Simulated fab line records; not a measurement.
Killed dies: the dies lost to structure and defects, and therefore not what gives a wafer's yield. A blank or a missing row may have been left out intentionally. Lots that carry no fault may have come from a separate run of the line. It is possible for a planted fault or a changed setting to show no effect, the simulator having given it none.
A lot that was struck, set against a sound lot    flow n5_finfet    14 out of 1938 route steps
Sound: these wafers, L319.2, L319.4, L319.5. Struck: wafer L327.6 (L327.3, L327.5, from the same lot, were not struck and are left out); the cause is given at the end.
Each step with rows lists, per side, the tool, then ch with its chambers, then its first start. Under that, the readings that differ: sound wafers    struck wafers    difference of the means    sigmas: that difference in standard deviations of wafers without a fault.
alike: readings whose means differ by less than 2 such deviations, and words and numbers that are the same on both sides. not compared: withheld readings, readings that some wafer has no value for, bounds like >300 that may hide the same value, and numbers for which the record gives no deviation and whose values overlap.
A row with sigmas, a row that says differs or no value, or rows on one side alone: a step with any of these is where the two part. Numbers that have no deviation but don't overlap get no sigmas and don't part them. A reading that every wafer of one side lacks parts them only if that side has two wafers or more.

first, 8 steps without rows for these wafers: N5_BEOL_M6_COAT_64 (time 60 s, resist thk 12 nm); N5_BEOL_M6_COAT_71 (time 60 s, resist thk 5 nm); N5_BEOL_M6_COAT_22 (resist thk 30 nm); N5_BEOL_M6_EBR_24; N5_BEOL_M6_SOFTBAKE_23 (time 60 s); N5_BEOL_M6_EXPOSE_25 (exposes mask V5, target cd 40 nm); N5_BEOL_M6_PEB_26 (peb time 60 s); N5_BEOL_M6_DEVELOP_27 (develop time 30 s).
N5_BEOL_M6_CD_MEAS_28 targets a cd of 40 nm.
  sound on cd_sem-01 ch 0, day 11 11:29; struck on cd_sem-01 ch 0, day 13 17:11
  alike: cd_nm
N5_BEOL_M6_OVL_MEAS_29:
  sound on overlay-01 ch 0, day 11 11:31; struck on overlay-02 ch 0, day 13 17:14
  alike: V5_OVL
N5_BEOL_M6_INSPECT_30: inspects for defects (brightfield).
  sound: defect_inspect-01 at day 11 11:34; struck: defect_inspect-02 at day 13 17:17
  alike: raw_defect_count
N5_BEOL_M6_DESCUM_33: chemistry O2, time 7 s.
  sound on rie_diel-02 ch 1,2, day 11 11:37; struck on rie_diel-02 ch 0, day 13 17:19
reading                sound           struck  difference  sigmas
oes_product_au (a.u.)  0.87 0.85 0.86  0.69    -0.17       -2
  alike: drypump_motor_current_A, rf_vpp_V, showerhead_plenum_p_Torr, throttle_valve_pct
  not compared: rf_hours_counter_h
N5_BEOL_M6_ETCH_72: etches underlayer in N2/H2, target depth 6.5 nm, time 5.2 s.
  sound on rie_diel-02 ch 1,2, day 11 11:40; struck on rie_diel-02 ch 0, day 13 17:21
reading                sound           struck  difference  sigmas
etch_rf_on_time_s (s)  5.11 5.02 5.09  3.24    -1.83       -28
  alike: drypump_motor_current_A, n2_flow_sccm, oes_product_au, rf_vpp_V, showerhead_plenum_p_Torr, throttle_valve_pct
  not compared: rf_hours_counter_h
N5_BEOL_M6_ETCH_65: etches SiARC in CF4, target depth 15.6 nm, time 26 s.
  sound on rie_diel-02 ch 1,2, day 11 11:41; struck on rie_diel-02 ch 0, day 13 17:22
  alike: drypump_motor_current_A, etch_rf_on_time_s, oes_product_au, rf_vpp_V, showerhead_plenum_p_Torr, throttle_valve_pct
  not compared: rf_hours_counter_h

WHERE THEY PART
Earliest at N5_BEOL_M6_DESCUM_33; latest, in this record, at N5_BEOL_M6_ETCH_72. Later steps at which nothing parts them and some readings are alike: N5_BEOL_M6_ETCH_65.

WHY: whatever the simulator had introduced
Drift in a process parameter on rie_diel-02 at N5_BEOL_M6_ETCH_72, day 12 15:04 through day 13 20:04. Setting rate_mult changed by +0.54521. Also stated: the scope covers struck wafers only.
